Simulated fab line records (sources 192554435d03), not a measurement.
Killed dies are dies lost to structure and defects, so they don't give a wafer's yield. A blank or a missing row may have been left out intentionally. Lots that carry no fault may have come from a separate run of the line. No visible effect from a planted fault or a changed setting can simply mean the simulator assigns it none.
Matching of chambers ; flow n5Finfet ; N5_BEOL_M10_CURE_71 on uvCure-02: 3 sister chambers
The step cures SiCOH lowk, time 240 s. 6 wafers are shown with their chamber, then 8 later ones without.

== EACH WAFER AND ITS CHAMBER ==
wafer;chamber;wafer_temp_C_max;lampPowerPct (%)
L078.4;2;386.8;52.27
L078.6;2;386.7;52.42
L088.2;0;386.7;52.31
L088.6;0;386.7;52.34
L091.6;1;387.8;52.32
L094.1;1;387.1;52.27

== WAFERS WHOSE CHAMBER IS MISSING ==
wafer;wafer_temp_C_max;lampPowerPct (%)
L094.4;386.8;52.35
L094.6;386.7;52.35
L096.1;386.2;52.27
L096.2;387.4;52.24
L096.5;386.7;52.31
L097.1;387.8;52.35
L097.4;388.6;52.33
L097.6;387.1;52.28

== WHICH CHAMBER EACH WENT THROUGH ==
wafer;from the rows above;in truth
L094.4;can't be placed: 2 or 0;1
L094.6;can't be placed: 2 or 0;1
L096.1;can't be placed: 0 or 2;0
L096.2;can't be placed: 1 or 0 or 2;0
L096.5;can't be placed: 0 or 2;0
L097.1;1;1
L097.4;1;1
L097.6;can't be placed: 1 or 0 or 2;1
Correct placement for 2 of the 8. Not placeable from these rows: 6 (in 4, the candidates include the true chamber). 0 placed wrongly.
How it was worked out, from the rows above alone: a wafer's distance from a chamber is the root of the sum, over the readings, of the square of ((its reading less the chamber's mean) divided by the reading's scatter). The wafer belongs to the nearest chamber; if the next one is less than 2 further off, it can't be placed. The mean given for a chamber averages the wafers shown for that chamber. How the scatter is found: for the shown wafers, subtract from each reading the mean of its chamber, square and add these, divide the total by (wafers less chambers), then take the root.
